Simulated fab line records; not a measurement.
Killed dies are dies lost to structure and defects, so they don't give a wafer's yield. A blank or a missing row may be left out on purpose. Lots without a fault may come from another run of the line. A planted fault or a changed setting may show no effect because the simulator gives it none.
Matching of chambers :: flow n5Finfet :: N5_BEOL_M14_DESCUM_33 on rieDiel-04: 4 sister chambers
The step chemistry O2, time 7.9 s. 16 wafers are shown with their chamber, then 8 later ones without.

== WAFERS, EACH WITH ITS CHAMBER ==
wafer: L075.1
chamber: 2
drypumpMotorCurrentA (A): 5.6
throttleValvePct (%): 20.74
showerheadPlenumPTorr (Torr): 2.13

wafer: L075.2
chamber: 3
drypumpMotorCurrentA (A): 5.4
throttleValvePct (%): 20.63
showerheadPlenumPTorr (Torr): 2.11

wafer: L075.4
chamber: 2
drypumpMotorCurrentA (A): 5.6
throttleValvePct (%): 20.75
showerheadPlenumPTorr (Torr): 2.13

wafer: L076.4
chamber: 0
drypumpMotorCurrentA (A): 5.5
throttleValvePct (%): 20.56
showerheadPlenumPTorr (Torr): 2.12

wafer: L076.5
chamber: 1
drypumpMotorCurrentA (A): 4.8
throttleValvePct (%): 20.25
showerheadPlenumPTorr (Torr): 2.05

wafer: L076.6
chamber: 0
drypumpMotorCurrentA (A): 5.5
throttleValvePct (%): 20.57
showerheadPlenumPTorr (Torr): 2.12

wafer: L080.1
chamber: 0
drypumpMotorCurrentA (A): 5.5
throttleValvePct (%): 20.57
showerheadPlenumPTorr (Torr): 2.12

wafer: L080.3
chamber: 1
drypumpMotorCurrentA (A): 4.8
throttleValvePct (%): 20.26
showerheadPlenumPTorr (Torr): 2.05

wafer: L080.4
chamber: 3
drypumpMotorCurrentA (A): 5.4
throttleValvePct (%): 20.64
showerheadPlenumPTorr (Torr): 2.11

wafer: L082.2
chamber: 1
drypumpMotorCurrentA (A): 4.8
throttleValvePct (%): 20.27
showerheadPlenumPTorr (Torr): 2.05

wafer: L082.3
chamber: 3
drypumpMotorCurrentA (A): 5.4
throttleValvePct (%): 20.67
showerheadPlenumPTorr (Torr): 2.11

wafer: L082.6
chamber: 3
drypumpMotorCurrentA (A): 5.4
throttleValvePct (%): 20.66
showerheadPlenumPTorr (Torr): 2.11

wafer: L081.2
chamber: 1
drypumpMotorCurrentA (A): 4.7
throttleValvePct (%): 20.28
showerheadPlenumPTorr (Torr): 2.05

wafer: L081.4
chamber: 0
drypumpMotorCurrentA (A): 5.5
throttleValvePct (%): 20.58
showerheadPlenumPTorr (Torr): 2.11

wafer: L081.6
chamber: 0
drypumpMotorCurrentA (A): 5.5
throttleValvePct (%): 20.57
showerheadPlenumPTorr (Torr): 2.11

wafer: L090.1
chamber: 3
drypumpMotorCurrentA (A): 5.4
throttleValvePct (%): 20.69
showerheadPlenumPTorr (Torr): 2.10

SIGNATURES (averages over the wafers above)
reading: drypumpMotorCurrentA
chamber 0: 5.500
chamber 1: 4.775
chamber 2: 5.600
chamber 3: 5.400
scatter within a chamber: 0.025

reading: throttleValvePct
chamber 0: 20.5700
chamber 1: 20.2650
chamber 2: 20.7450
chamber 3: 20.6580
scatter within a chamber: 0.0159

reading: showerheadPlenumPTorr
chamber 0: 2.1160
chamber 1: 2.0500
chamber 2: 2.1300
chamber 3: 2.1080
scatter within a chamber: 0.00408
Rule: a wafer's distance from a chamber is the root of the sum, over the readings, of the square of ((its reading less the chamber's mean) divided by the reading's scatter). The wafer belongs to the nearest chamber; if the next one is less than 2 further off, it can't be placed. The scatter: take each reading less its chamber's mean, square it, sum over the shown wafers, divide by the number of wafers less the number of chambers, and take the root.

== WAFERS WITHOUT THEIR CHAMBER ==
wafer: L090.2
drypumpMotorCurrentA (A): 4.8
throttleValvePct (%): 20.29
showerheadPlenumPTorr (Torr): 2.04

wafer: L090.5
drypumpMotorCurrentA (A): 5.5
throttleValvePct (%): 20.61
showerheadPlenumPTorr (Torr): 2.11

wafer: L089.1
drypumpMotorCurrentA (A): 5.4
throttleValvePct (%): 20.70
showerheadPlenumPTorr (Torr): 2.10

wafer: L089.4
drypumpMotorCurrentA (A): 5.7
throttleValvePct (%): 20.77
showerheadPlenumPTorr (Torr): 2.12

wafer: L089.6
drypumpMotorCurrentA (A): 5.5
throttleValvePct (%): 20.60
showerheadPlenumPTorr (Torr): 2.11

wafer: L097.3
drypumpMotorCurrentA (A): 5.6
throttleValvePct (%): 20.81
showerheadPlenumPTorr (Torr): 2.12

wafer: L097.4
drypumpMotorCurrentA (A): 5.4
throttleValvePct (%): 20.69
showerheadPlenumPTorr (Torr): 2.10

wafer: L097.6
drypumpMotorCurrentA (A): 5.7
throttleValvePct (%): 20.81
showerheadPlenumPTorr (Torr): 2.12

== WHICH CHAMBER EACH WENT THROUGH ==
wafer: L090.2
from the rows above: 1
in truth: 1

wafer: L090.5
from the rows above: 0
in truth: 0

wafer: L089.1
from the rows above: 3
in truth: 3

wafer: L089.4
from the rows above: 2
in truth: 2

wafer: L089.6
from the rows above: 0
in truth: 0

wafer: L097.3
from the rows above: 2
in truth: 2

wafer: L097.4
from the rows above: 3
in truth: 3

wafer: L097.6
from the rows above: 2
in truth: 2
8 of 8 placed correctly. Can't be placed from these rows: 0. Number placed wrongly: 0.
